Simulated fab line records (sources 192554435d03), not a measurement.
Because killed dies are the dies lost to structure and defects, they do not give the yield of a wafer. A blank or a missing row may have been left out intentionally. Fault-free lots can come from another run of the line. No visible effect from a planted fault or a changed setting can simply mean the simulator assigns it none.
Chamber matching | flow n5Finfet | pecvd-01 running N5_BEOL_M0_SAQP_ILD_DEP_01: 3 sister chambers
The step deposits SiOC from DEMS/O2, target thk 45.419 nm, time 8.7 s. 6 wafers are shown with their chamber, then 7 later ones without.

## EACH WAFER AND ITS CHAMBER
wafer  | chamber | throttleValvePct (%) | showerheadPlenumPTorr (Torr)
L081.6 | 1       | 11.5                 | 5.679
L082.1 | 2       | 10.4                 | 5.714
L082.2 | 0       | 11.5                 | 5.693
L082.3 | 1       | 11.1                 | 5.678
L085.4 | 0       | 11.8                 | 5.695
L085.5 | 2       | 10.2                 | 5.727

## WAFERS WITHOUT THEIR CHAMBER
wafer  | throttleValvePct (%) | showerheadPlenumPTorr (Torr)
L085.6 | 11.7                 | 5.666
L089.3 | 10.8                 | 5.704
L089.4 | 11.2                 | 5.688
L089.5 | 11.6                 | 5.690
L091.2 | 10.6                 | 5.700
L091.4 | 11.2                 | 5.690
L091.5 | 11.4                 | 5.700

## WHICH CHAMBER EACH WENT THROUGH
wafer  | from the rows above          | in truth
L085.6 | 1                            | 1
L089.3 | can't be placed: 2 or 0 or 1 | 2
L089.4 | can't be placed: 1 or 0      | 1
L089.5 | can't be placed: 0 or 1      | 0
L091.2 | can't be placed: 2 or 0 or 1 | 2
L091.4 | can't be placed: 0 or 1      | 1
L091.5 | 0                            | 0
2 of 7 placed correctly. Can't be placed from these rows: 5 (the true chamber is among the candidates in 5). Number placed wrongly: 0.
How it was worked out, from the rows above alone: a wafer's distance from a chamber is the root of the sum, over the readings, of the square of ((its reading less the chamber's mean) divided by the reading's scatter). The wafer belongs to the nearest chamber; if the next one is less than 2 further off, it can't be placed. A chamber's mean is the mean of its shown wafers. How the scatter is found: for the shown wafers, subtract from each reading the mean of its chamber, square and add these, divide the total by (wafers less chambers), then take the root.
